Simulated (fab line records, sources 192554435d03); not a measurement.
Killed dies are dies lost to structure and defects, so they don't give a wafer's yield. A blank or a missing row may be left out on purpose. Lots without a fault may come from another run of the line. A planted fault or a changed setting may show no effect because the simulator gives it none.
Split-lot experiment | flow n5_finfet | 7 lots, 39 wafers read, on a route of 1938 steps

THE SPLIT
At N5_BEOL_M0_SAQP_ETCH_107 (etches SiNx in CH3F/O2, target depth 30 nm), the setting target_depth_a was moved away from the recipe's 300 angstrom on 12 of the 39 wafers read, by -49.7% to +45.9%. The other wafers ran this setting at the recipe's value.

The reading is taken at the split's own step.

THE READING
BEOL_M0_SAQP.feature_depth_nm (the simulator's own value, which no gauge read), in nm, at N5_BEOL_M0_SAQP_ETCH_107 (etches SiNx in CH3F/O2, target depth 30 nm). The file gives no usual value for it. The 27 wafers here that ran the recipe average 29.9 nm, standard deviation 0.34 nm.

wafer  | tool, chamber at the split | target_depth_a as run, angstrom | against the recipe | BEOL_M0_SAQP.feature_depth_nm, nm | against lot-mates on the recipe
L079.1 | rie_diel-06, 3             | 300                             | recipe             | 30                                | -
L079.5 | rie_diel-06, 3             | 300                             | recipe             | 30                                | -
L079.2 | rie_diel-06, 1,2           | 300                             | recipe             | 29.8                              | -
L079.3 | rie_diel-06, 1,2           | 300                             | recipe             | 29.8                              | -
L079.4 | rie_diel-06, 0             | 300                             | recipe             | 30.4                              | -
L079.6 | rie_diel-06, 0             | 300                             | recipe             | 30.2                              | -
L083.1 | rie_diel-06, 2             | 300                             | recipe             | 29.4                              | -
L083.2 | rie_diel-06, 1             | 300                             | recipe             | 29.2                              | -
L083.3 | rie_diel-06, 3             | 437.6                           | +45.9%             | 43.2                              | +13.6
L083.4 | rie_diel-06, 0             | 437.6                           | +45.9%             | 43.6                              | +14.0
L083.5 | rie_diel-06, 0             | 300                             | recipe             | 30.2                              | -
L083.6 | rie_diel-06, 1             | 437.6                           | +45.9%             | 42.8                              | +13.2
L087.1 | rie_diel-06, 2,3           | 300                             | recipe             | 29.6                              | -
L087.6 | rie_diel-06, 2,3           | 300                             | recipe             | 29.6                              | -
L087.2 | rie_diel-06, 1             | 150.9                           | -49.7%             | 14.8                              | -14.9
L087.3 | rie_diel-06, 3,0           | 150.9                           | -49.7%             | 15                                | -14.7
L087.4 | rie_diel-06, 3,0           | 150.9                           | -49.7%             | 15                                | -14.7
L087.5 | rie_diel-06, 0             | 300                             | recipe             | 30                                | -
L089.1 | rie_diel-01, 0             | 415                             | +38.3%             | 41                                | +11.1
L089.2 | rie_diel-01, 1,3           | 415                             | +38.3%             | 40.8                              | +10.9
L089.6 | rie_diel-01, 1,3           | 415                             | +38.3%             | 40.8                              | +10.9
L089.3 | rie_diel-01, 2             | 300                             | recipe             | 30.2                              | -
L089.5 | rie_diel-01, 2             | 300                             | recipe             | 30.2                              | -
L089.4 | rie_diel-01, 3             | 300                             | recipe             | 29.4                              | -
L091.1 | rie_diel-01, 0,3           | 300                             | recipe             | 29.6                              | -
L091.4 | rie_diel-01, 0,3           | 300                             | recipe             | 29.6                              | -
L091.3 | rie_diel-01, 2             | 300                             | recipe             | 30                                | -
L095.1 | rie_diel-06, 0             | 300                             | recipe             | 30.4                              | -
L095.2 | rie_diel-06, 3             | 300                             | recipe             | 30                                | -
L095.3 | rie_diel-06, 1             | 420.3                           | +40.1%             | 41.2                              | +11.1
L095.4 | rie_diel-06, 2             | 300                             | recipe             | 29.8                              | -
L095.5 | rie_diel-06, 3             | 420.3                           | +40.1%             | 42                                | +11.9
L095.6 | rie_diel-06, 2             | 420.3                           | +40.1%             | 41.6                              | +11.5
L096.1 | rie_diel-01, 1             | 300                             | recipe             | 29.4                              | -
L096.2 | rie_diel-01, 0,3           | 300                             | recipe             | 29.6                              | -
L096.5 | rie_diel-01, 0,3           | 300                             | recipe             | 29.6                              | -
L096.3 | rie_diel-01, 2             | 300                             | recipe             | 30.6                              | -
L096.4 | rie_diel-01, 3             | 300                             | recipe             | 29.8                              | -
L096.6 | rie_diel-01, 0             | 300                             | recipe             | 30                                | -
Where a row lists several chambers, the file gives one row for several wafers and doesn't say which wafer went through which chamber.

THE FIT
A straight line over all 39 wafers: BEOL_M0_SAQP.feature_depth_nm changes by +0.294 nm for each +1% of target_depth_a; r = +1.00; the points scatter about the line by 0.34 nm.
The same after taking each lot's own level away (the mean of its wafers on the recipe; 39 wafers): +0.293 nm for each +1%; r = +1.00; scatter 0.32 nm.
On that fit, the largest move of target_depth_a shifts the reading by 15 nm.
The lots' own levels span 29.60 to 30.07 nm, that is 1.4 times the standard deviation above.
So the lot-to-lot level changes the slope little: the two slopes agree.
Check: with one of the wafers moved furthest among these (-49.7%) left out of the fit, the line predicts -14.6 nm for it against its lot-mates. It came out at -14.9 nm against them.

OTHER SPLITS ON THESE WAFERS
These wafers also went through other splits before the reading. Each is held against what the fit with the lots' levels taken away leaves over:
other split on the same wafers               | wafers away from the commonest value | r with BEOL_M0_SAQP.feature_depth_nm (lot level and that fit taken away)
N5_FIN_SAQP_HM_DEP_72 target_thk_a           | 9                                    | +0.22
N5_FIN_CUT_CUT_ETCH_15 time_s                | 9                                    | +0.11
N5_MOL_CONTACT_COAG_SPUTTER_143 target_thk_a | 12                                   | +0.04

THE FILE'S OWN FIT
BEOL_M0_SAQP.feature_depth_nm changes by +0.293 nm for each +1% of target_depth_a, r = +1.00.
